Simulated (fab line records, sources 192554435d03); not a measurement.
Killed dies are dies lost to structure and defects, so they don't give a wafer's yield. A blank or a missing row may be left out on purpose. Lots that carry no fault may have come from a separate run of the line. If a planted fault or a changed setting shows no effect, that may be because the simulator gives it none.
Chamber matching || flow n5Finfet || rieDiel-01 running N5_BEOL_M15_VIA_ETCH_16: 4 sister chambers
The step etches SiO2 in C4F8/O2/Ar, target depth 1792.2 nm. 8 wafers are shown with their chamber, then 7 later ones without.

== WAFERS PAIRED WITH THEIR CHAMBERS ==
{"wafer": "L077.3", "chamber": 3, "rfVppV (V)": 2246, "throttleValvePct (%)": 30.94}
{"wafer": "L082.1", "chamber": 3, "rfVppV (V)": 2247, "throttleValvePct (%)": 30.96}
{"wafer": "L082.6", "chamber": 0, "rfVppV (V)": 2275, "throttleValvePct (%)": 31.18}
{"wafer": "L089.2", "chamber": 0, "rfVppV (V)": 2275, "throttleValvePct (%)": 31.23}
{"wafer": "L089.3", "chamber": 2, "rfVppV (V)": 2231, "throttleValvePct (%)": 30.63}
{"wafer": "L089.5", "chamber": 1, "rfVppV (V)": 2144, "throttleValvePct (%)": 31.08}
{"wafer": "L090.1", "chamber": 1, "rfVppV (V)": 2143, "throttleValvePct (%)": 31.06}
{"wafer": "L090.3", "chamber": 2, "rfVppV (V)": 2233, "throttleValvePct (%)": 30.64}

== WAFERS WITH NO CHAMBER GIVEN ==
{"wafer": "L090.6", "rfVppV (V)": 2244, "throttleValvePct (%)": 30.97}
{"wafer": "L093.1", "rfVppV (V)": 2243, "throttleValvePct (%)": 30.97}
{"wafer": "L093.3", "rfVppV (V)": 2274, "throttleValvePct (%)": 31.23}
{"wafer": "L093.5", "rfVppV (V)": 2243, "throttleValvePct (%)": 31.00}
{"wafer": "L095.2", "rfVppV (V)": 2233, "throttleValvePct (%)": 30.64}
{"wafer": "L095.4", "rfVppV (V)": 2275, "throttleValvePct (%)": 31.21}
{"wafer": "L095.5", "rfVppV (V)": 2275, "throttleValvePct (%)": 31.23}

== WHICH CHAMBER EACH WENT THROUGH ==
{"wafer": "L090.6", "from the rows above": 3, "in truth": 3}
{"wafer": "L093.1", "from the rows above": 3, "in truth": 3}
{"wafer": "L093.3", "from the rows above": 0, "in truth": 0}
{"wafer": "L093.5", "from the rows above": 3, "in truth": 3}
{"wafer": "L095.2", "from the rows above": 2, "in truth": 2}
{"wafer": "L095.4", "from the rows above": 0, "in truth": 0}
{"wafer": "L095.5", "from the rows above": 0, "in truth": 0}
Correct placement for 7 of the 7. Can't be placed from these rows: 0. Placed wrongly: 0.
How it was worked out, from the rows above alone: a wafer's distance from a chamber is the root of the sum, over the readings, of the square of ((its reading less the chamber's mean) divided by the reading's scatter). The wafer belongs to the nearest chamber; if the next one is less than 2 further off, it can't be placed. The mean given for a chamber averages the wafers shown for that chamber. The scatter is the square root of a quotient: the sum, over the shown wafers, of each reading's squared deviation from its chamber's mean, divided by wafers minus chambers.
